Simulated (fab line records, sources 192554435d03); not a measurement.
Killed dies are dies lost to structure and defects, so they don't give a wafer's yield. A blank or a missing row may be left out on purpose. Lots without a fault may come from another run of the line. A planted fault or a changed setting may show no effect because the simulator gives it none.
fab line records | flow n5_finfet | part 1 of 2: steps 1 to 23 of 30
record lots=5 wafers=15 last_day=19
route steps=1938 shown WELL_APT@48 PMOS_HMC_CHANNEL_EPI@57
lots that met no fault: from a run of the same line without faults
start_h: hours from the record's first day to the start of the lot's first wafer shown | wait_h: hours since the lot's step before | " the same as in the row above | L1.1+2: a row that stands for several wafers | - no value, or no start given | * or withheld: withheld | < > ~ a bound
route shown NAME@n: a module of which the file shows steps, and the number in the route of the first | usual: mean/standard deviation of fault-free wafers | same: alike in all rows | chamber/n: place in a boat | sites: the reading at each site | _std_site: their standard deviation | _edge_site: outer sites' mean less inner sites' | radius_mm: how far each site lies from the wafer's centre | mask NAME#n: copy n | behind: the tool/chamber that last shaped the wafer | hold: why the lot was held/for how many hours/how that ended | device: the transistor (n, p or np) that didn't switch | end of line: the same wafers' tests at the end of the route | a step without rows: its recipe alone | killed: dies lost to structure and defects at the first sort, not the wafer's yield | map: a wafer's dies, x killed, . not, _ none there
set.NAME: the setting as run; set.NAME@STEP: as run at that earlier step | model.NAME: the simulator's own value behind a step, which no gauge read
lots at some steps of the route; a table a step, a row a wafer
services: from which hour (start_h, from the record's first day; less than 0 if before it) a tool's chamber was out of use, for how many hours, and why
## steps
# step N5_WELL_APT_IMPLANT_32
# recipe species=BF2 energy_kev=50 dose_cm2=2e+13 tilt_deg=0 rotation_deg=0
# columns lot.wafer tool chamber start_h wait_h
L074.2+3+5 implanter-01 0 15.47 0.1
L075.3+4+5 implanter-02 0 21.36 0.1
L078.1+4+5 implanter-02 0 39.62 0.1
L092.3+5+6 implanter-02 0 124.32 0.1
L097.2+3+4 implanter-02 0 153.33 0.1
# step N5_WELL_APT_STRIP_33
# recipe chemistry=SPM time_s=900 temp_c=130 h2so4_h2o2_vol_ratio=4 dry=ipa_marangoni
# usual bath_heat_duty_pct=14.7/1.6
# columns lot.wafer tool chamber start_h wait_h bath_heat_duty_pct
L074.2 wet_bench-03 6 15.66 0.2 13.5
L074.3 " 1 " " 16.1
L074.5 " 0 " " 12.7
L075.3 wet_bench-03 7 21.50 0.1 14.8
L075.4 " 0 " " 13.3
L075.5 " 3 " " 19.7
L078.1 wet_bench-05 0 39.83 0.2 12.5
L078.4 " 7 " " 12.7
L078.5 " 6 " " 15.3
L092.3 wet_bench-03 7 124.46 0.1 14.3
L092.5 " 3 " " 19.1
L092.6 " 2 " " 15.0
L097.2 wet_bench-01 1 153.51 0.1 16.0
L097.3 " 3 " " 15.2
L097.4 " 2 " " 14.3
# step N5_WELL_APT_RTA_34
# recipe temp_c=1000 time_s=10 ambient=N2 idle_temp_c=600 ramp_up_c_per_s=150 ramp_down_c_per_s=60 cool_to_c=600
# usual lamp_power_pct=13.00/0.055 lamp_zone_5_pct=12.997/0.03 wafer_temp_C_max=1003.4/0.99
# columns lot.wafer tool chamber start_h wait_h lamp_power_pct lamp_zone_5_pct wafer_temp_C_max
L074.2 rtp_anneal-01 0 15.96 0.0 12.98 13.029 1001.3
L074.3 " 0 " " 13.17 13.033 1002.5
L074.5 " 0 " " 13.00 13.009 1002.8
L075.3 rtp_anneal-02 0 21.82 0.1 13.02 12.998 1003.8
L075.4 " 0 " " 13.01 12.983 1003.0
L075.5 " 0 " " 12.95 12.990 1002.2
L078.1 rtp_anneal-01 0 40.11 0.0 13.07 12.974 1003.3
L078.4 " 0 " " 13.10 13.020 1003.7
L078.5 " 0 " " 12.96 12.939 1002.3
L092.3 rtp_anneal-02 0 124.78 0.1 13.03 12.963 1003.2
L092.5 " 0 " " 12.95 12.992 1004.7
L092.6 " 0 " " 13.06 12.992 1004.2
L097.2 rtp_anneal-01 0 153.81 0.0 12.90 12.996 1003.7
L097.3 " 0 " " 13.04 13.044 1003.0
L097.4 " 0 " " 12.97 13.000 1003.4
# step N5_WELL_APT_OXIDE_STRIP_42
# recipe chemistry=dHF dilution=25:1 time_s=45 temp_c=25 target=SiO2 target_depth_a=120
# usual bath_heat_duty_pct=6.1/0.65
# columns lot.wafer tool chamber start_h wait_h bath_heat_duty_pct
L074.2 wet_bench-01 3 16.08 0.1 7.2
L074.3 " 0 " " 7.0
L074.5 " 6 " " 5.1
L075.3 wet_bench-01 7 21.93 0.1 6.6
L075.4 " 1 " " 7.2
L075.5 " 6 " " 5.3
L078.1 wet_bench-03 0 40.25 0.1 5.3
L078.4 " 1 " " 6.1
L078.5 " 3 " " 7.7
L092.3 wet_bench-05 5 124.88 0.1 5.4
L092.5 " 4 " " 6.2
L092.6 " 6 " " 5.1
L097.2 wet_bench-05 5 153.93 0.1 6.2
L097.3 " 4 " " 5.4
L097.4 " 6 " " 4.9
# step N5_WELL_APT_PRECLEAN_36
# recipe chemistry=O3/DIW time_s=45 temp_c=22 o3_ppm=10
# usual bath_heat_duty_pct=2.3/0.39
# columns lot.wafer tool chamber start_h wait_h bath_heat_duty_pct
L074.2 wet_bench-01 3 16.10 0.0 2.1
L074.3 " 0 " " 2.1
L074.5 " 6 " " 1.9
L075.3 wet_bench-01 7 21.94 0.0 2.3
L075.4 " 1 " " 3.1
L075.5 " 6 " " 1.7
L078.1 wet_bench-03 0 40.27 0.0 2.6
L078.4 " 1 " " 2.1
L078.5 " 3 " " 2.6
L092.3 wet_bench-05 5 124.90 0.0 1.9
L092.5 " 4 " " 2.4
L092.6 " 6 " " 2.1
L097.2 wet_bench-05 5 153.95 0.0 3.0
L097.3 " 4 " " 2.2
L097.4 " 6 " " 2.4
# step N5_WELL_APT_PRECLEAN_39
# recipe chemistry=dHF time_s=60 dilution=150:1 temp_c=25
# usual bath_heat_duty_pct=6.1/0.65
# columns lot.wafer tool chamber start_h wait_h bath_heat_duty_pct
L074.2 wet_bench-01 3 16.11 0.0 5.4
L074.3 " 0 " " 6.6
L074.5 " 6 " " 5.4
L075.3 wet_bench-01 7 21.96 0.0 6.7
L075.4 " 1 " " 6.4
L075.5 " 6 " " 5.6
L078.1 wet_bench-03 0 40.28 0.0 5.7
L078.4 " 1 " " 5.8
L078.5 " 3 " " 8.4
L092.3 wet_bench-05 5 124.92 0.0 6.1
L092.5 " 4 " " 6.7
L092.6 " 6 " " 5.9
L097.2 wet_bench-05 5 153.96 0.0 6.1
L097.3 " 4 " " 6.0
L097.4 " 6 " " 6.3
# step N5_WELL_APT_SRD_37
# recipe dry=ipa_marangoni do_ppb=5 time_s=30 temp_c=23 rinse_liquid=diw
# usual bath_heat_duty_pct=3.6/0.44
# columns lot.wafer tool chamber start_h wait_h bath_heat_duty_pct
L074.2 wet_bench-01 3 16.13 0.0 3.6
L074.3 " 0 " " 3.9
L074.5 " 6 " " 3.6
L075.3 wet_bench-01 7 21.97 0.0 3.2
L075.4 " 1 " " 4.5
L075.5 " 6 " " 3.5
L078.1 wet_bench-03 0 40.29 0.0 3.4
L078.4 " 1 " " 4.0
L078.5 " 3 " " 4.3
L092.3 wet_bench-05 5 124.94 0.0 3.6
L092.5 " 4 " " 3.1
L092.6 " 6 " " 3.5
L097.2 wet_bench-05 5 153.98 0.0 3.8
L097.3 " 4 " " 3.9
L097.4 " 6 " " 3.5
# step N5_WELL_APT_EPI_41
# recipe material=Si target_thk_a=500 temp_c=650 precursor=SiH4/H2 pressure_torr=20 time_s=297.7
# usual chamber_pressure_Torr=20.01/0.046 throttle_valve_pct=10.9/0.38
# columns lot.wafer tool chamber start_h wait_h chamber_pressure_Torr throttle_valve_pct
L074.2 epi_rpcvd-02 0 16.28 0.1 20.03 11.3
L074.3 " 0 " " 19.94 11.2
L074.5 " 0 " " 20.00 11.6
L075.3 epi_rpcvd-02 0 22.22 0.2 20.04 11.5
L075.4 " 0 " " 19.94 11.4
L075.5 " 0 " " 19.97 11.7
L078.1 epi_rpcvd-04 0 40.34 0.0 19.98 11.4
L078.4 " 0 " " 19.93 10.9
L078.5 " 0 " " 20.03 11.2
L092.3 epi_rpcvd-02 0 125.19 0.2 20.00 11.6
L092.5 " 0 " " 19.99 11.4
L092.6 " 0 " " 19.97 11.4
L097.2 epi_rpcvd-04 0 154.80 0.8 20.00 11.0
L097.3 " 0 " " 19.99 11.2
L097.4 " 0 " " 19.99 11.2
# step N5_WELL_APT_INSPECT_38
# recipe inspect_instrument=darkfield mode=post_epi
# usual raw_defect_count=13/5.2
# columns lot.wafer tool chamber start_h wait_h raw_defect_count
L074.2 defect_inspect-01 - 16.81 0.4 10
L074.3 " - " " 15
L074.5 " - " " 8
L075.3 defect_inspect-02 - 22.66 0.3 5
L075.4 " - " " 9
L075.5 " - " " 11
L078.1 defect_inspect-01 - 40.98 0.5 21
L078.4 " - " " 22
L078.5 " - " " 12
L092.3 defect_inspect-02 - 125.63 0.3 10
L092.5 " - " " 18
L092.6 " - " " 23
L097.2 defect_inspect-02 - 155.51 0.6 9
L097.3 " - " " 12
L097.4 " - " " 4
# step N5_PMOS_HMC_CHANNEL_EPI_HM_DEP_34
# recipe material=SiO2 target_thk_a=360 temp_c=400 precursor=TEOS/O2 pressure_torr=6.5 rf_w=900 teos_flow_sccm=161.4 gas=O2 flow_sccm=2650 time_s=6.9
# usual chamber_pressure_Torr=6.501/0.014 heater_power_w=596/87 showerhead_plenum_p_Torr=8.34/0.03 showerhead_vpp_V=1833/99 throttle_valve_pct=18.2/1.1
# columns lot.wafer tool chamber start_h wait_h chamber_pressure_Torr heater_power_w showerhead_plenum_p_Torr showerhead_vpp_V since_wet_clean_h throttle_valve_pct
L074.2 pecvd-04 1 16.85 0.0 6.488 748 8.40 1829 1627 20.8
L074.3 " 0 " " 6.497 714 8.28 2072 902 18.7
L074.5 " 0 " " 6.524 721 8.28 2088 - 18.8
L075.3 pecvd-03 0 22.69 0.0 6.499 586 8.33 1787 545 18.3
L075.4 " 2 " " 6.480 454 8.37 1816 - 18.4
L075.5 " 0 " " 6.505 586 8.32 1801 - 18.5
L078.1 pecvd-03 1 41.02 0.0 6.513 555 8.38 1935 1289 18.9
L078.4 " 1 " " 6.511 567 8.35 1906 - 18.6
L078.5 " 2 " " 6.513 544 8.38 1828 - 18.3
L092.3 pecvd-01 2 125.68 0.0 6.516 550 8.33 1858 - 18.3
L092.5 " 2 " " 6.504 553 8.34 1830 - 17.8
L092.6 " 1 " " 6.476 710 8.33 1723 - 16.7
L097.2 pecvd-04 1 155.55 0.0 6.519 668 8.38 1847 1766 20.9
L097.3 " 0 " " 6.470 729 8.30 2064 1041 18.8
L097.4 " 1 " " 6.518 686 8.39 1841 - 21.0
# step N5_PMOS_HMC_CHANNEL_EPI_COAT_31
# recipe resist=BARC temp_c=205 time_s=60 spin_rpm=1500 resist_thk_nm=66
# columns lot.wafer tool chamber start_h wait_h
L074.2+3+5 litho_track-04 0 16.91 0.0
L075.3+4+5 litho_track-05 0 22.75 0.0
L078.1+4+5 litho_track-04 0 41.07 0.0
L092.3+5+6 litho_track-05 0 125.73 0.0
L097.2+3+4 litho_track-01 0 155.60 0.0
# step N5_PMOS_HMC_CHANNEL_EPI_COAT_03
# recipe resist=CAR-ArF-block spin_rpm=1500 resist_thk_nm=205
# columns lot.wafer tool chamber start_h wait_h
L074.2+3+5 litho_track-04 0 - -
L075.3+4+5 litho_track-05 0 - -
L078.1+4+5 litho_track-04 0 - -
L092.3+5+6 litho_track-05 0 - -
L097.2+3+4 litho_track-01 0 - -
# step N5_PMOS_HMC_CHANNEL_EPI_EBR_05
# recipe solvent=PGMEA ebr_width_mm=1.5
# same ebr_width_mm=1.5
# columns lot.wafer tool chamber start_h wait_h
L074.2+3+5 litho_track-04 0 - -
L075.3+4+5 litho_track-05 0 - -
L078.1+4+5 litho_track-04 0 - -
L092.3+5+6 litho_track-05 0 - -
L097.2+3+4 litho_track-01 0 - -
# step N5_PMOS_HMC_CHANNEL_EPI_SOFTBAKE_04
# recipe temp_c=110 time_s=60 resist=CAR-ArF-block
# columns lot.wafer tool chamber start_h wait_h
L074.2+3+5 litho_track-04 0 - -
L075.3+4+5 litho_track-05 0 - -
L078.1+4+5 litho_track-04 0 - -
L092.3+5+6 litho_track-05 0 - -
L097.2+3+4 litho_track-01 0 - -
# step N5_PMOS_HMC_CHANNEL_EPI_EXPOSE_06
# recipe mask_id=PMOS_HMC_BLK na=1.35 source_shape=conventional sigma_outer=0.8 polarization=unpolarized target_cd_nm=240 dose_mj=41
# columns lot.wafer tool chamber start_h wait_h mask
L074.2+3+5 arfi_scanner-03 0 17.01 - PMOS_HMC_BLK#0
L075.3+4+5 arfi_scanner-03 0 22.86 - PMOS_HMC_BLK#0
L078.1+4+5 arfi_scanner-01 0 41.30 - PMOS_HMC_BLK#0
L092.3+5+6 arfi_scanner-03 0 125.97 - PMOS_HMC_BLK#0
L097.2+3+4 arfi_scanner-01 0 155.71 - PMOS_HMC_BLK#0
# step N5_PMOS_HMC_CHANNEL_EPI_PEB_07
# recipe peb_temp_c=110 peb_time_s=60 resist=CAR-ArF-block
# columns lot.wafer tool chamber start_h wait_h
L074.2+3+5 litho_track-04 0 17.06 0.0
L075.3+4+5 litho_track-01 0 22.91 0.0
L078.1+4+5 litho_track-05 0 41.35 0.1
L092.3+5+6 litho_track-04 0 126.02 0.0
L097.2+3+4 litho_track-01 0 155.76 0.0
# step N5_PMOS_HMC_CHANNEL_EPI_DEVELOP_08
# recipe develop_time_s=30 developer=TMAH resist=CAR-ArF-block dev_temp_c=23 rinse_liquid=diw dry=air_spin
# columns lot.wafer tool chamber start_h wait_h
L074.2+3+5 litho_track-04 0 - -
L075.3+4+5 litho_track-01 0 - -
L078.1+4+5 litho_track-05 0 - -
L092.3+5+6 litho_track-04 0 - -
L097.2+3+4 litho_track-01 0 - -
# step N5_PMOS_HMC_CHANNEL_EPI_CD_MEAS_09
# recipe target_cd_nm=237.4 landing_energy_ev=500 detector=se_inlens
# usual cd_nm=237.8/0.94
# columns lot.wafer tool chamber start_h wait_h cd_nm
L074.2 cd_sem-03 0 17.13 - 237.7
L074.3 " 0 " " 236.9
L074.5 " 0 " " 237.5
L075.3 cd_sem-02 0 22.97 - 239.7
L075.4 " 0 " " 237.3
L075.5 " 0 " " 238.4
L078.1 cd_sem-03 0 41.42 - 237.5
L078.4 " 0 " " 237.4
L078.5 " 0 " " 237.6
L092.3 cd_sem-02 0 126.09 - 238.8
L092.5 " 0 " " 238.8
L092.6 " 0 " " 238.7
L097.2 cd_sem-02 0 155.83 - 235.4
L097.3 " 0 " " 236.3
L097.4 " 0 " " 236.7
# step N5_PMOS_HMC_CHANNEL_EPI_OVL_MEAS_10
# recipe points_per_wafer=44
# usual PMOS_HMC_BLK_OVL=0.2/0.65
# columns lot.wafer tool chamber start_h wait_h PMOS_HMC_BLK_OVL[nm]
L074.2 overlay-01 0 17.16 0.0 0.3
L074.3 " 0 " " 0.7
L074.5 " 0 " " 1.0
L075.3 overlay-02 0 23.00 0.0 0.2
L075.4 " 0 " " 0.1
L075.5 " 0 " " 0.1
L078.1 overlay-01 0 41.45 0.0 0.6
L078.4 " 0 " " -0.4
L078.5 " 0 " " 0.1
L092.3 overlay-01 0 126.11 0.0 0.5
L092.5 " 0 " " 0.3
L092.6 " 0 " " -0.8
L097.2 overlay-01 0 155.85 0.0 -0.5
L097.3 " 0 " " 0.5
L097.4 " 0 " " 0.5
# step N5_PMOS_HMC_CHANNEL_EPI_INSPECT_11
# recipe mode=adi inspect_instrument=macro
# usual raw_defect_count=2.1/1.4
# columns lot.wafer tool chamber start_h wait_h raw_defect_count
L074.2 defect_inspect-01 - 17.18 0.0 4
L074.3 " - " " 4
L074.5 " - " " 3
L075.3 defect_inspect-01 - 23.03 0.0 3
L075.4 " - " " 4
L075.5 " - " " 3
L078.1 defect_inspect-02 - 41.47 0.0 5
L078.4 " - " " 2
L078.5 " - " " 1
L092.3 defect_inspect-01 - 126.14 0.0 0
L092.5 " - " " 2
L092.6 " - " " 2
L097.2 defect_inspect-02 - 155.88 0.0 1
L097.3 " - " " 4
L097.4 " - " " 4
# step N5_PMOS_HMC_CHANNEL_EPI_DESCUM_14
# recipe chemistry=O2 time_s=7.9 source_power_w=50 bias_power_w=20 pressure_mtorr=20 rf_frequency_hz=2.712e+07 temp_c=40 resist=CAR-ArF-block o2_flow_sccm=225
# usual chamber_pressure_mTorr=20.001/0.018 drypump_motor_current_A=5.6/0.34 oes_product_au=0.74/0.056 rf_vpp_V=242.8/1.2 showerhead_plenum_p_Torr=2.07/0.067 throttle_valve_pct=20.43/0.22
# columns lot.wafer tool chamber start_h wait_h chamber_pressure_mTorr drypump_motor_current_A oes_product_au rf_hours_counter_h rf_vpp_V showerhead_plenum_p_Torr throttle_valve_pct
L074.2 rie_diel-02 2 17.22 0.0 19.981 5.5 0.74 177 243.2 2.08 20.22
L074.3 " 0 " " 20.003 5.4 0.74 198 245.3 2.15 20.48
L074.5 " 2 " " 20.005 5.5 0.74 - 243.1 2.08 20.20
L075.3 rie_diel-04 0 23.24 0.2 19.991 5.8 0.68 232 242.7 2.08 20.60
L075.4 " 1 " " 20.030 6.2 0.72 186 241.8 1.99 20.50
L075.5 " 1 " " 19.987 6.2 0.72 - 240.3 1.99 20.51
L078.1 rie_diel-04 0 41.51 0.0 19.997 5.8 0.67 236 243.5 2.08 20.59
L078.4 " 1 " " 20.006 6.2 0.72 190 240.5 1.99 20.52
L078.5 " 2 " " 19.986 5.2 0.77 - 243.8 2.20 20.47
L092.3 rie_diel-02 0 126.56 0.4 19.991 5.4 0.71 234 243.2 2.14 20.52
L092.5 " 0 " " 20.004 5.4 0.71 - 243.2 2.14 20.53
L092.6 " 3 " " 20.003 5.7 0.73 - 242.5 2.07 20.70
L097.2 rie_diel-04 1 156.18 0.3 20.007 6.3 0.70 220 241.1 1.98 20.58
L097.3 " 0 " " 19.987 5.8 0.97 7 241.4 2.08 20.25
L097.4 " 0 " " 19.991 5.8 0.97 - 243.0 2.08 20.27
# step N5_PMOS_HMC_CHANNEL_EPI_ETCH_32
# recipe chemistry=N2/H2 target=BARC stop_on=SiO2 target_depth_a=858 over_etch_frac=0.3 time_s=50.3 ion_energy_ev=200 mask_material=CAR-ArF-block pressure_mtorr=30 source_w=840 bias_w=150 n2_flow_sccm=200 h2_flow_sccm=200
# usual chamber_pressure_mTorr=30.00/0.031 drypump_motor_current_A=5.6/0.35 oes_product_au=0.64/0.045 rf_vpp_V=523.2/2.3 showerhead_plenum_p_Torr=2.52/0.08 throttle_valve_pct=17.93/0.2
# columns lot.wafer tool chamber start_h wait_h chamber_pressure_mTorr drypump_motor_current_A oes_product_au rf_hours_counter_h rf_vpp_V showerhead_plenum_p_Torr throttle_valve_pct
L074.2 rie_diel-02 2 17.25 0.0 30.00 5.5 0.65 177 523.4 2.53 17.72
L074.3 " 0 " " 30.02 5.4 0.63 198 526.2 2.62 17.99
L074.5 " 2 " " 29.99 5.5 0.65 - 523.0 2.54 17.74
L075.3 rie_diel-04 0 23.28 0.0 30.06 5.8 0.59 232 522.8 2.52 17.96
L075.4 " 1 " " 30.02 6.3 0.62 186 521.3 2.43 18.10
L075.5 " 1 " " 29.97 6.3 0.62 - 520.1 2.43 18.10
L078.1 rie_diel-04 0 41.54 0.0 30.01 5.8 0.58 236 522.9 2.52 17.95
L078.4 " 1 " " 29.96 6.3 0.61 190 521.4 2.43 18.11
L078.5 " 2 " " 30.00 5.2 0.66 - 527.6 2.68 18.04
L092.3 rie_diel-02 0 126.60 0.0 29.98 5.4 0.62 234 525.5 2.60 18.06
L092.5 " 0 " " 30.01 5.4 0.62 - 525.7 2.60 18.06
L092.6 " 3 " " 30.02 5.7 0.63 - 524.1 2.52 18.18
L097.2 rie_diel-04 1 156.22 0.0 29.98 6.3 0.60 220 520.5 2.41 18.18
L097.3 " 0 " " 30.01 5.8 0.83 7 522.8 2.51 17.57
L097.4 " 0 " " 29.99 5.8 0.82 - 522.8 2.51 17.58
# step N5_PMOS_HMC_CHANNEL_EPI_HM_OPEN_15
# recipe chemistry=CHF3/O2 target=SiO2 mask_material=CAR-ArF-block target_depth_a=406 CHF3_flow_sccm=50 O2_flow_sccm=5 Ar_flow_sccm=200 time_s=20.3 pressure_mtorr=30 source_w=650 bias_w=170 ion_energy_ev=200
# usual chamber_pressure_mTorr=30.001/0.027 drypump_motor_current_A=5.6/0.35 mfc_ar_sccm=200.0/0.59 oes_f_703_au=0.75/0.057 oes_product_au=0.74/0.056 rf_vpp_V=525/13 showerhead_plenum_p_Torr=2.39/0.07 throttle_valve_pct=18.91/0.18
# columns lot.wafer tool chamber start_h wait_h chamber_pressure_mTorr drypump_motor_current_A mfc_ar_sccm oes_f_703_au oes_product_au rf_hours_counter_h rf_vpp_V showerhead_plenum_p_Torr throttle_valve_pct
L074.2 rie_diel-02 2 17.29 0.0 30.018 5.5 200.3 0.73 0.75 177 545 2.40 18.78
L074.3 " 0 " " 29.993 5.4 200.0 0.71 0.73 198 531 2.48 19.02
L074.5 " 2 " " 30.033 5.5 199.0 0.73 0.75 - 544 2.40 18.75
L075.3 rie_diel-04 0 23.32 0.0 29.981 5.8 200.3 0.71 0.67 232 508 2.39 18.94
L075.4 " 1 " " 30.005 6.3 199.9 0.75 0.73 186 512 2.32 19.05
L075.5 " 1 " " 30.010 6.3 199.6 0.75 0.72 - 511 2.32 19.07
L078.1 rie_diel-04 0 41.59 0.0 29.994 5.8 200.0 0.71 0.67 236 509 2.38 18.97
L078.4 " 1 " " 29.993 6.3 199.5 0.74 0.72 190 511 2.31 19.08
L078.5 " 2 " " 30.049 5.3 200.9 0.78 0.77 - 534 2.53 18.94
L092.3 rie_diel-02 0 126.64 0.0 30.014 5.4 200.0 0.69 0.70 234 531 2.47 19.08
L092.5 " 0 " " 30.003 5.4 200.6 0.69 0.70 - 533 2.47 19.08
L092.6 " 3 " " 30.032 5.7 199.6 0.74 0.72 - 507 2.37 19.07
L097.2 rie_diel-04 1 156.26 0.0 30.002 6.3 200.0 0.72 0.70 220 513 2.30 19.12
L097.3 " 0 " " 29.979 5.8 199.7 1.00 0.97 7 507 2.38 18.59
L097.4 " 0 " " 29.985 5.8 198.7 0.99 0.97 - 508 2.38 18.57
